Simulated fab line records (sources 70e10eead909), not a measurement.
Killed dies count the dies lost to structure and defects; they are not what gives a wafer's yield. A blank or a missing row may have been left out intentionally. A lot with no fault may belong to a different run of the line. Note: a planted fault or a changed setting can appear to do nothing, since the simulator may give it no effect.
Chamber matching | flow nand-harc | NHARC_P_M0_CMP_23 on cmp-04: 4 sister chambers
The step polishes, t overpolish 20 s, target thk 117.54 nm. 4 wafers are shown with their chamber, then 9 later ones without.

## WAFERS PAIRED WITH THEIR CHAMBERS
wafer  | chamber | motor-current-A (A)
L082.4 | 2       | 12.1
L083.2 | 1       | 12.2
L083.3 | 3       | 11.7
L083.4 | 0       | 11.5

## WAFERS MISSING THEIR CHAMBER
wafer  | motor-current-A (A)
L090.2 | 11.9
L090.3 | 11.5
L090.6 | 12.1
L093.2 | 11.9
L093.4 | 12.4
L093.6 | 12.4
L095.1 | 12.4
L095.4 | 11.2
L095.6 | 11.6

## CHAMBER TAKEN BY EACH
wafer  | from the rows above               | in truth
L090.2 | can't be placed: 2 or 3 or 1 or 0 | 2
L090.3 | can't be placed: 0 or 3           | 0
L090.6 | can't be placed: 2 or 1           | 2
L093.2 | can't be placed: 2 or 3 or 1 or 0 | 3
L093.4 | can't be placed: 1 or 2           | 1
L093.6 | can't be placed: 1 or 2           | 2
L095.1 | can't be placed: 1 or 2           | 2
L095.4 | can't be placed: 0 or 3           | 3
L095.6 | can't be placed: 0 or 3           | 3
Correctly placed: 0 of 9. Not placeable from these rows: 9 (in 9, the candidates include the true chamber). 0 placed wrongly.
How it was worked out, from the rows above alone: a wafer's distance from a chamber is the root of the sum, over the readings, of the square of ((its reading less the chamber's mean) divided by the reading's scatter). The wafer belongs to the nearest chamber; if the next one is less than 2 further off, it can't be placed. The mean given for a chamber averages the wafers shown for that chamber. The scatter (one wafer shown for each chamber): square how far every hidden wafer sits from the nearest shown wafer, average those squares and take the square root.
